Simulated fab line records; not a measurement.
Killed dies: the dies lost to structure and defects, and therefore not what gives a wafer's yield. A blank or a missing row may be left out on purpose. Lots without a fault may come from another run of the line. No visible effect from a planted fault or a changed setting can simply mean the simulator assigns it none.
fab line records / flow nandHarc
record: lots: 7 wafers: 21 lastDay: 24
route steps=1159 shown P_M0@272 P_M1@285
lots with no fault: from the same line, run without faults
startH: the number of hours between the record's first day and the start of the first shown wafer of the lot / waitH: hours elapsed since this lot's preceding step / " as in the row above / L1.1+2: several wafers, shown together as one row / - value missing, or start not given / * or withheld: withheld / < > ~ a bound
route shown NAME@n: names a module that has steps shown in the file, with the first one's number in the route / usual: mean/standard deviation taken from wafers without a fault / same: alike in all rows / chamber/n: place in a boat / sites: per-site readings / _std_site: the standard deviation of these / _edge_site: mean of outer sites minus mean of inner sites / radiusMm: for every site, how far away it sits from the centre of the wafer / mask NAME#n: copy n / behind: the tool/chamber that last shaped the wafer / hold: reason for holding the lot/hours on hold/outcome of the hold / device: the n, p or np transistor that did not switch / end of line: the tests these same wafers got at the end of their route / step lacking rows: just its recipe / killed: count of dies lost to structure and defects at first sort (not the wafer's yield) / map: dies across one wafer; x = killed, . = not, _ = none there
set.NAME: the run value of the setting; set.NAME@STEP: its run value at that earlier step / model.NAME: the simulator's own value behind a step, which no gauge read
lots seen at some steps along the route; tables by step, rows by wafer
services: the hour from which a tool's chamber was out of use, counted from the record's first day as startH (under 0 if before that day), plus the number of hours and why
== steps ==
step: NHARC_P_M0_DEGAS_28
recipe: tempC: 250 timeS: 60
usual: heaterPowerW: 346/24
lot.wafer=L728.3 tool=pvdSputter-03 chamber=- startH=161.22 waitH=- heaterPowerW=390
lot.wafer=L728.5 tool=pvdSputter-03 chamber=- startH=161.22 waitH=- heaterPowerW=321
lot.wafer=L728.6 tool=pvdSputter-03 chamber=- startH=161.22 waitH=- heaterPowerW=377
lot.wafer=L729.2 tool=pvdSputter-03 chamber=- startH=169.38 waitH=- heaterPowerW=385
lot.wafer=L729.3 tool=pvdSputter-03 chamber=- startH=169.38 waitH=- heaterPowerW=334
lot.wafer=L729.6 tool=pvdSputter-03 chamber=- startH=169.38 waitH=- heaterPowerW=386
lot.wafer=L730.4 tool=pvdSputter-03 chamber=- startH=170.04 waitH=- heaterPowerW=334
lot.wafer=L730.1 tool=pvdSputter-03 chamber=- startH=170.04 waitH=- heaterPowerW=318
lot.wafer=L730.5 tool=pvdSputter-03 chamber=- startH=170.04 waitH=- heaterPowerW=327
lot.wafer=L731.3 tool=pvdSputter-02 chamber=- startH=178.24 waitH=- heaterPowerW=344
lot.wafer=L731.4 tool=pvdSputter-02 chamber=- startH=178.24 waitH=- heaterPowerW=356
lot.wafer=L731.6 tool=pvdSputter-02 chamber=- startH=178.24 waitH=- heaterPowerW=330
lot.wafer=L739.1 tool=pvdSputter-03 chamber=- startH=229.56 waitH=- heaterPowerW=387
lot.wafer=L739.4 tool=pvdSputter-03 chamber=- startH=229.56 waitH=- heaterPowerW=338
lot.wafer=L739.5 tool=pvdSputter-03 chamber=- startH=229.56 waitH=- heaterPowerW=373
lot.wafer=L740.3 tool=pvdSputter-03 chamber=- startH=236.76 waitH=- heaterPowerW=321
lot.wafer=L740.6 tool=pvdSputter-03 chamber=- startH=236.76 waitH=- heaterPowerW=326
lot.wafer=L740.5 tool=pvdSputter-03 chamber=- startH=236.76 waitH=- heaterPowerW=384
lot.wafer=L744.1 tool=pvdSputter-01 chamber=- startH=258.48 waitH=- heaterPowerW=317
lot.wafer=L744.2 tool=pvdSputter-01 chamber=- startH=258.48 waitH=- heaterPowerW=324
lot.wafer=L744.6 tool=pvdSputter-01 chamber=- startH=258.48 waitH=- heaterPowerW=364
step: NHARC_P_M0_PRE_CLEAN_29
recipe: timeS: 30 tempC: 280 gas: H2/He
usual: heaterPowerW: 425/31
lot.wafer=L728.3 tool=pvdSputter-03 chamber=- startH=- waitH=- heaterPowerW=465
lot.wafer=L728.6 tool=pvdSputter-03 chamber=- startH=- waitH=- heaterPowerW=399
lot.wafer=L728.5 tool=pvdSputter-03 chamber=- startH=- waitH=- heaterPowerW=474
lot.wafer=L729.3 tool=pvdSputter-03 chamber=- startH=- waitH=- heaterPowerW=460
lot.wafer=L729.2 tool=pvdSputter-03 chamber=- startH=- waitH=- heaterPowerW=407
lot.wafer=L729.6 tool=pvdSputter-03 chamber=- startH=- waitH=- heaterPowerW=390
lot.wafer=L730.1 tool=pvdSputter-03 chamber=- startH=- waitH=- heaterPowerW=473
lot.wafer=L730.4 tool=pvdSputter-03 chamber=- startH=- waitH=- heaterPowerW=476
lot.wafer=L730.5 tool=pvdSputter-03 chamber=- startH=- waitH=- heaterPowerW=471
lot.wafer=L731.3 tool=pvdSputter-02 chamber=- startH=- waitH=- heaterPowerW=407
lot.wafer=L731.4 tool=pvdSputter-02 chamber=- startH=- waitH=- heaterPowerW=405
lot.wafer=L731.6 tool=pvdSputter-02 chamber=- startH=- waitH=- heaterPowerW=403
lot.wafer=L739.1 tool=pvdSputter-03 chamber=- startH=- waitH=- heaterPowerW=463
lot.wafer=L739.4 tool=pvdSputter-03 chamber=- startH=- waitH=- heaterPowerW=414
lot.wafer=L739.5 tool=pvdSputter-03 chamber=- startH=- waitH=- heaterPowerW=400
lot.wafer=L740.3 tool=pvdSputter-03 chamber=- startH=- waitH=- heaterPowerW=479
lot.wafer=L740.5 tool=pvdSputter-03 chamber=- startH=- waitH=- heaterPowerW=471
lot.wafer=L740.6 tool=pvdSputter-03 chamber=- startH=- waitH=- heaterPowerW=397
lot.wafer=L744.1 tool=pvdSputter-01 chamber=- startH=- waitH=- heaterPowerW=402
lot.wafer=L744.2 tool=pvdSputter-01 chamber=- startH=- waitH=- heaterPowerW=454
lot.wafer=L744.6 tool=pvdSputter-01 chamber=- startH=- waitH=- heaterPowerW=448
step: NHARC_P_M0_PVD_20
recipe: targetThkA: 50 biasV: 168.6 powerW: 15000 chamberPressurePa: 0.12 timeS: 8.06 substrateTempC: 50 material: TaN
usual: throttleValvePct: 30.2/1
lot.wafer=L728.3 tool=pvdSputter-03 chamber=- startH=- waitH=- throttleValvePct=30.9
lot.wafer=L728.5 tool=pvdSputter-03 chamber=- startH=- waitH=- throttleValvePct=28.5
lot.wafer=L728.6 tool=pvdSputter-03 chamber=- startH=- waitH=- throttleValvePct=30.9
lot.wafer=L729.2 tool=pvdSputter-03 chamber=- startH=- waitH=- throttleValvePct=28.6
lot.wafer=L729.3 tool=pvdSputter-03 chamber=- startH=- waitH=- throttleValvePct=28.7
lot.wafer=L729.6 tool=pvdSputter-03 chamber=- startH=- waitH=- throttleValvePct=31.3
lot.wafer=L730.4 tool=pvdSputter-03 chamber=- startH=- waitH=- throttleValvePct=31.0
lot.wafer=L730.1 tool=pvdSputter-03 chamber=- startH=- waitH=- throttleValvePct=31.2
lot.wafer=L730.5 tool=pvdSputter-03 chamber=- startH=- waitH=- throttleValvePct=28.5
lot.wafer=L731.3 tool=pvdSputter-02 chamber=- startH=- waitH=- throttleValvePct=29.9
lot.wafer=L731.4 tool=pvdSputter-02 chamber=- startH=- waitH=- throttleValvePct=30.2
lot.wafer=L731.6 tool=pvdSputter-02 chamber=- startH=- waitH=- throttleValvePct=29.9
lot.wafer=L739.1 tool=pvdSputter-03 chamber=- startH=- waitH=- throttleValvePct=31.2
lot.wafer=L739.4 tool=pvdSputter-03 chamber=- startH=- waitH=- throttleValvePct=28.5
lot.wafer=L739.5 tool=pvdSputter-03 chamber=- startH=- waitH=- throttleValvePct=31.2
lot.wafer=L740.3 tool=pvdSputter-03 chamber=- startH=- waitH=- throttleValvePct=28.5
lot.wafer=L740.6 tool=pvdSputter-03 chamber=- startH=- waitH=- throttleValvePct=28.4
lot.wafer=L740.5 tool=pvdSputter-03 chamber=- startH=- waitH=- throttleValvePct=31.1
lot.wafer=L744.2 tool=pvdSputter-01 chamber=- startH=- waitH=- throttleValvePct=30.3
lot.wafer=L744.1 tool=pvdSputter-01 chamber=- startH=- waitH=- throttleValvePct=31.9
lot.wafer=L744.6 tool=pvdSputter-01 chamber=- startH=- waitH=- throttleValvePct=31.0
step: NHARC_P_M0_PVD_21
recipe: targetThkA: 300 chamberPressurePa: 5 powerW: 5000 substrateTempC: 30 timeS: 20.49 material: Cu
step: NHARC_P_M0_ECD_22
recipe: targetThkA: 4000 bathTempC: 25 material: Cu
step: NHARC_P_M0_ANNEAL_30
recipe: tempC: 225 timeS: 90
usual: wafer_temp_C_max: 225.97/0.24
lot.wafer=L728.3 tool=rtpAnneal-02 chamber=0 startH=162.12 waitH=0.3 wafer_temp_C_max=226.36
lot.wafer=L728.5 tool=rtpAnneal-02 chamber=0 startH=162.12 waitH=0.3 wafer_temp_C_max=226.13
lot.wafer=L728.6 tool=rtpAnneal-02 chamber=0 startH=162.12 waitH=0.3 wafer_temp_C_max=226.22
lot.wafer=L729.2 tool=rtpAnneal-01 chamber=0 startH=170.17 waitH=- wafer_temp_C_max=225.92
lot.wafer=L729.3 tool=rtpAnneal-01 chamber=0 startH=170.17 waitH=- wafer_temp_C_max=225.88
lot.wafer=L729.6 tool=rtpAnneal-01 chamber=0 startH=170.17 waitH=- wafer_temp_C_max=226.06
lot.wafer=L730.1 tool=rtpAnneal-01 chamber=0 startH=170.78 waitH=- wafer_temp_C_max=226.09
lot.wafer=L730.4 tool=rtpAnneal-01 chamber=0 startH=170.78 waitH=- wafer_temp_C_max=226.07
lot.wafer=L730.5 tool=rtpAnneal-01 chamber=0 startH=170.78 waitH=- wafer_temp_C_max=225.67
lot.wafer=L731.3 tool=rtpAnneal-02 chamber=0 startH=179.07 waitH=- wafer_temp_C_max=226.17
lot.wafer=L731.4 tool=rtpAnneal-02 chamber=0 startH=179.07 waitH=- wafer_temp_C_max=225.66
lot.wafer=L731.6 tool=rtpAnneal-02 chamber=0 startH=179.07 waitH=- wafer_temp_C_max=225.71
lot.wafer=L739.1 tool=rtpAnneal-02 chamber=0 startH=230.30 waitH=- wafer_temp_C_max=226.00
lot.wafer=L739.4 tool=rtpAnneal-02 chamber=0 startH=230.30 waitH=- wafer_temp_C_max=225.78
lot.wafer=L739.5 tool=rtpAnneal-02 chamber=0 startH=230.30 waitH=- wafer_temp_C_max=225.78
lot.wafer=L740.3 tool=rtpAnneal-02 chamber=0 startH=237.59 waitH=- wafer_temp_C_max=225.60
lot.wafer=L740.5 tool=rtpAnneal-02 chamber=0 startH=237.59 waitH=- wafer_temp_C_max=225.55
lot.wafer=L740.6 tool=rtpAnneal-02 chamber=0 startH=237.59 waitH=- wafer_temp_C_max=225.67
lot.wafer=L744.1 tool=rtpAnneal-02 chamber=0 startH=259.21 waitH=0.3 wafer_temp_C_max=225.79
lot.wafer=L744.2 tool=rtpAnneal-02 chamber=0 startH=259.21 waitH=0.3 wafer_temp_C_max=225.72
lot.wafer=L744.6 tool=rtpAnneal-02 chamber=0 startH=259.21 waitH=0.3 wafer_temp_C_max=225.93
step: NHARC_P_M0_CMP_23
recipe: tOverpolishS: 20 targetThkNm: 117.53
step: NHARC_P_M0_THK_MEAS_24
recipe: thkMeasGauge: xrf
usual: thkNm: 117.4/1.7
lot.wafer=L728.3 tool=filmMetro-01 chamber=- startH=162.67 waitH=- thkNm=116.0
lot.wafer=L728.5 tool=filmMetro-01 chamber=- startH=162.67 waitH=- thkNm=116.6
lot.wafer=L728.6 tool=filmMetro-01 chamber=- startH=162.67 waitH=- thkNm=115.2
lot.wafer=L729.2 tool=filmMetro-02 chamber=- startH=170.78 waitH=- thkNm=115.3
lot.wafer=L729.3 tool=filmMetro-02 chamber=- startH=170.78 waitH=- thkNm=117.4
lot.wafer=L729.6 tool=filmMetro-02 chamber=- startH=170.78 waitH=- thkNm=117.3
lot.wafer=L730.1 tool=filmMetro-02 chamber=- startH=171.45 waitH=- thkNm=117.0
lot.wafer=L730.4 tool=filmMetro-02 chamber=- startH=171.45 waitH=- thkNm=117.2
lot.wafer=L730.5 tool=filmMetro-02 chamber=- startH=171.45 waitH=- thkNm=119.4
lot.wafer=L731.3 tool=filmMetro-02 chamber=- startH=179.63 waitH=- thkNm=118.2
lot.wafer=L731.4 tool=filmMetro-02 chamber=- startH=179.63 waitH=- thkNm=116.0
lot.wafer=L731.6 tool=filmMetro-02 chamber=- startH=179.63 waitH=- thkNm=119.6
lot.wafer=L739.1 tool=filmMetro-02 chamber=- startH=230.96 waitH=- thkNm=120.0
lot.wafer=L739.4 tool=filmMetro-02 chamber=- startH=230.96 waitH=- thkNm=118.7
lot.wafer=L739.5 tool=filmMetro-02 chamber=- startH=230.96 waitH=- thkNm=118.3
lot.wafer=L740.3 tool=filmMetro-01 chamber=- startH=238.17 waitH=- thkNm=116.5
lot.wafer=L740.5 tool=filmMetro-01 chamber=- startH=238.17 waitH=- thkNm=119.3
lot.wafer=L740.6 tool=filmMetro-01 chamber=- startH=238.17 waitH=- thkNm=117.4
lot.wafer=L744.1 tool=filmMetro-01 chamber=- startH=259.89 waitH=- thkNm=117.9
lot.wafer=L744.2 tool=filmMetro-01 chamber=- startH=259.89 waitH=- thkNm=114.8
lot.wafer=L744.6 tool=filmMetro-01 chamber=- startH=259.89 waitH=- thkNm=114.4
step: NHARC_P_M0_SRD_25
step: NHARC_P_M0_INSPECT_27
usual: rawDefectCount: 316/160
lot.wafer=L728.3 tool=defectInspect-01 chamber=- startH=162.83 waitH=0.0 rawDefectCount=249
lot.wafer=L728.5 tool=defectInspect-01 chamber=- startH=162.83 waitH=0.0 rawDefectCount=662
lot.wafer=L728.6 tool=defectInspect-01 chamber=- startH=162.83 waitH=0.0 rawDefectCount=468
lot.wafer=L729.2 tool=defectInspect-01 chamber=- startH=170.94 waitH=0.0 rawDefectCount=243
lot.wafer=L729.3 tool=defectInspect-01 chamber=- startH=170.94 waitH=0.0 rawDefectCount=130
lot.wafer=L729.6 tool=defectInspect-01 chamber=- startH=170.94 waitH=0.0 rawDefectCount=204
lot.wafer=L730.1 tool=defectInspect-02 chamber=- startH=171.61 waitH=0.0 rawDefectCount=370
lot.wafer=L730.4 tool=defectInspect-02 chamber=- startH=171.61 waitH=0.0 rawDefectCount=647
lot.wafer=L730.5 tool=defectInspect-02 chamber=- startH=171.61 waitH=0.0 rawDefectCount=322
lot.wafer=L731.3 tool=defectInspect-02 chamber=- startH=179.79 waitH=0.0 rawDefectCount=248
lot.wafer=L731.4 tool=defectInspect-02 chamber=- startH=179.79 waitH=0.0 rawDefectCount=305
lot.wafer=L731.6 tool=defectInspect-02 chamber=- startH=179.79 waitH=0.0 rawDefectCount=290
lot.wafer=L739.1 tool=defectInspect-02 chamber=- startH=231.11 waitH=0.0 rawDefectCount=137
lot.wafer=L739.4 tool=defectInspect-02 chamber=- startH=231.11 waitH=0.0 rawDefectCount=180
lot.wafer=L739.5 tool=defectInspect-02 chamber=- startH=231.11 waitH=0.0 rawDefectCount=223
lot.wafer=L740.3 tool=defectInspect-01 chamber=- startH=238.35 waitH=0.1 rawDefectCount=306
lot.wafer=L740.5 tool=defectInspect-01 chamber=- startH=238.35 waitH=0.1 rawDefectCount=294
lot.wafer=L740.6 tool=defectInspect-01 chamber=- startH=238.35 waitH=0.1 rawDefectCount=194
lot.wafer=L744.1 tool=defectInspect-02 chamber=- startH=260.05 waitH=0.0 rawDefectCount=157
lot.wafer=L744.2 tool=defectInspect-02 chamber=- startH=260.05 waitH=0.0 rawDefectCount=429
lot.wafer=L744.6 tool=defectInspect-02 chamber=- startH=260.05 waitH=0.0 rawDefectCount=574
step: NHARC_P_M0_PRE_CLEAN_31
recipe: timeS: 12 tempC: 370 rfPowerW: 300 gas: NH3
usual: heaterPowerW: 635/85
lot.wafer=L728.3 tool=pecvd-04 chamber=2 startH=162.92 waitH=0.1 heaterPowerW=616
lot.wafer=L728.6 tool=pecvd-04 chamber=0 startH=162.92 waitH=0.1 heaterPowerW=535
lot.wafer=L728.5 tool=pecvd-04 chamber=2 startH=162.92 waitH=0.1 heaterPowerW=623
lot.wafer=L729.2 tool=pecvd-03 chamber=1 startH=171.01 waitH=0.1 heaterPowerW=609
lot.wafer=L729.3 tool=pecvd-03 chamber=0 startH=171.01 waitH=0.1 heaterPowerW=554
lot.wafer=L729.6 tool=pecvd-03 chamber=0 startH=171.01 waitH=0.1 heaterPowerW=556
lot.wafer=L730.1 tool=pecvd-02 chamber=2 startH=171.88 waitH=0.3 heaterPowerW=719
lot.wafer=L730.4 tool=pecvd-02 chamber=2 startH=171.88 waitH=0.3 heaterPowerW=750
lot.wafer=L730.5 tool=pecvd-02 chamber=0 startH=171.88 waitH=0.3 heaterPowerW=841
lot.wafer=L731.3 tool=pecvd-03 chamber=0 startH=179.85 waitH=0.1 heaterPowerW=650
lot.wafer=L731.6 tool=pecvd-03 chamber=1 startH=179.85 waitH=0.1 heaterPowerW=618
lot.wafer=L731.4 tool=pecvd-03 chamber=2 startH=179.85 waitH=0.1 heaterPowerW=471
lot.wafer=L739.1 tool=pecvd-04 chamber=0 startH=231.18 waitH=0.1 heaterPowerW=584
lot.wafer=L739.5 tool=pecvd-04 chamber=1 startH=231.18 waitH=0.1 heaterPowerW=600
lot.wafer=L739.4 tool=pecvd-04 chamber=2 startH=231.18 waitH=0.1 heaterPowerW=527
lot.wafer=L740.3 tool=pecvd-02 chamber=2 startH=238.41 waitH=0.1 heaterPowerW=774
lot.wafer=L740.5 tool=pecvd-02 chamber=2 startH=238.41 waitH=0.1 heaterPowerW=761
lot.wafer=L740.6 tool=pecvd-02 chamber=1 startH=238.41 waitH=0.1 heaterPowerW=594
lot.wafer=L744.2 tool=pecvd-04 chamber=2 startH=260.12 waitH=0.1 heaterPowerW=562
lot.wafer=L744.1 tool=pecvd-04 chamber=0 startH=260.12 waitH=0.1 heaterPowerW=536
lot.wafer=L744.6 tool=pecvd-04 chamber=0 startH=260.12 waitH=0.1 heaterPowerW=541
step: NHARC_P_M0_DEP_32
recipe: targetThkA: 300 tempC: 370 targetThkNm: 30 pressureTorr: 3 flowSccm: 200 rfW: 450 material: SiCN
usual: chamberPressureTorr: 3.000/0.0065 heaterPowerOuterW: 334/50 heaterPowerW: 588/76
lot.wafer=L728.3 tool=pecvd-04 chamber=2 startH=163.06 waitH=0.1 chamberPressureTorr=3.005 heaterPowerOuterW=267 heaterPowerW=478
lot.wafer=L728.6 tool=pecvd-04 chamber=0 startH=163.06 waitH=0.1 chamberPressureTorr=2.991 heaterPowerOuterW=317 heaterPowerW=596
lot.wafer=L728.5 tool=pecvd-04 chamber=2 startH=163.06 waitH=0.1 chamberPressureTorr=2.999 heaterPowerOuterW=269 heaterPowerW=484
lot.wafer=L729.2 tool=pecvd-03 chamber=1 startH=171.09 waitH=0.1 chamberPressureTorr=- heaterPowerOuterW=- heaterPowerW=-
lot.wafer=L729.3 tool=pecvd-03 chamber=0 startH=171.09 waitH=0.1 chamberPressureTorr=- heaterPowerOuterW=- heaterPowerW=-
lot.wafer=L729.6 tool=pecvd-03 chamber=0 startH=171.09 waitH=0.1 chamberPressureTorr=- heaterPowerOuterW=- heaterPowerW=-
lot.wafer=L730.1 tool=pecvd-02 chamber=2 startH=171.96 waitH=0.1 chamberPressureTorr=- heaterPowerOuterW=- heaterPowerW=-
lot.wafer=L730.4 tool=pecvd-02 chamber=2 startH=171.96 waitH=0.1 chamberPressureTorr=- heaterPowerOuterW=- heaterPowerW=-
lot.wafer=L730.5 tool=pecvd-02 chamber=0 startH=171.96 waitH=0.1 chamberPressureTorr=- heaterPowerOuterW=- heaterPowerW=-
lot.wafer=L731.3 tool=pecvd-03 chamber=0 startH=179.93 waitH=0.1 chamberPressureTorr=- heaterPowerOuterW=- heaterPowerW=-
lot.wafer=L731.6 tool=pecvd-03 chamber=1 startH=179.93 waitH=0.1 chamberPressureTorr=- heaterPowerOuterW=- heaterPowerW=-
lot.wafer=L731.4 tool=pecvd-03 chamber=2 startH=179.93 waitH=0.1 chamberPressureTorr=- heaterPowerOuterW=- heaterPowerW=-
lot.wafer=L739.1 tool=pecvd-04 chamber=0 startH=231.26 waitH=0.1 chamberPressureTorr=3.002 heaterPowerOuterW=298 heaterPowerW=551
lot.wafer=L739.5 tool=pecvd-04 chamber=1 startH=231.26 waitH=0.1 chamberPressureTorr=2.998 heaterPowerOuterW=304 heaterPowerW=558
lot.wafer=L739.4 tool=pecvd-04 chamber=2 startH=231.26 waitH=0.1 chamberPressureTorr=3.002 heaterPowerOuterW=327 heaterPowerW=564
lot.wafer=L740.3 tool=pecvd-02 chamber=2 startH=238.49 waitH=0.1 chamberPressureTorr=2.993 heaterPowerOuterW=381 heaterPowerW=739
lot.wafer=L740.5 tool=pecvd-02 chamber=2 startH=238.49 waitH=0.1 chamberPressureTorr=3.000 heaterPowerOuterW=370 heaterPowerW=742
lot.wafer=L740.6 tool=pecvd-02 chamber=1 startH=238.49 waitH=0.1 chamberPressureTorr=3.001 heaterPowerOuterW=347 heaterPowerW=564
lot.wafer=L744.2 tool=pecvd-04 chamber=2 startH=260.24 waitH=0.1 chamberPressureTorr=2.990 heaterPowerOuterW=336 heaterPowerW=577
lot.wafer=L744.1 tool=pecvd-04 chamber=0 startH=260.24 waitH=0.1 chamberPressureTorr=2.991 heaterPowerOuterW=308 heaterPowerW=556
lot.wafer=L744.6 tool=pecvd-04 chamber=0 startH=260.24 waitH=0.1 chamberPressureTorr=3.004 heaterPowerOuterW=311 heaterPowerW=564
step: NHARC_P_M1_DEP_00
recipe: targetThkA: 1825 targetThkNm: 182.5 tempC: withheld pressureTorr: 5 flowSccm: 200 rfW: 600 material: SiOC
== services ==
tool=pvdSputter-03 chamber=- startH=144.05 hours=0.7 kind=repair
tool=pecvd-02 chamber=- startH=153.23 hours=13.0 kind=pm
tool=pecvd-02 chamber=0 startH=153.23 hours=13.0 kind=ventCycle
tool=pecvd-02 chamber=1 startH=153.23 hours=13.0 kind=ventCycle
tool=pecvd-02 chamber=2 startH=153.23 hours=13.0 kind=ventCycle
tool=pvdSputter-01 chamber=- startH=158.00 hours=10.0 kind=pm
tool=pecvd-02 chamber=0 startH=166.23 hours=- kind=clean
tool=pecvd-02 chamber=1 startH=166.23 hours=- kind=clean
tool=pecvd-02 chamber=2 startH=166.23 hours=- kind=clean
tool=pecvd-03 chamber=- startH=175.72 hours=0.6 kind=repair
tool=pecvd-04 chamber=- startH=195.33 hours=13.0 kind=pm
tool=pecvd-04 chamber=0 startH=195.33 hours=13.0 kind=ventCycle
tool=pecvd-04 chamber=1 startH=195.33 hours=13.0 kind=ventCycle
tool=pecvd-04 chamber=2 startH=195.33 hours=13.0 kind=ventCycle
tool=pecvd-04 chamber=0 startH=208.33 hours=- kind=clean
tool=pecvd-04 chamber=1 startH=208.33 hours=- kind=clean
tool=pecvd-04 chamber=2 startH=208.33 hours=- kind=clean
tool=pecvd-03 chamber=- startH=208.95 hours=9.3 kind=repair
tool=pvdSputter-02 chamber=- startH=214.12 hours=10.0 kind=pm
tool=pecvd-04 chamber=1 startH=250.71 hours=32.5 kind=repair
== key ==
firstSign: step: NHARC_P_M0_DEP_32 reading: toolRecord direction: missing
effect none on later readings
metAt NHARC_P_M0_DEP_32
struckWafers L729.2,L729.3,L729.6,L730.1,L730.4,L730.5,L731.3,L731.4,L731.6
sortLeftOut L729.2,L729.3,L729.6,L730.1,L730.4,L730.5,L731.3,L731.4,L731.6
fault: kind: skippedStepWhole tool: pecvd-02,pecvd-03 chamber: - onsetH: 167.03 steps: NHARC_P_M0_DEP_32 scope: struckLotsOnly
sortLeftOut: the simulated sort isn't trusted on such a fault, so these wafers' sort isn't shown, and their yield isn't known
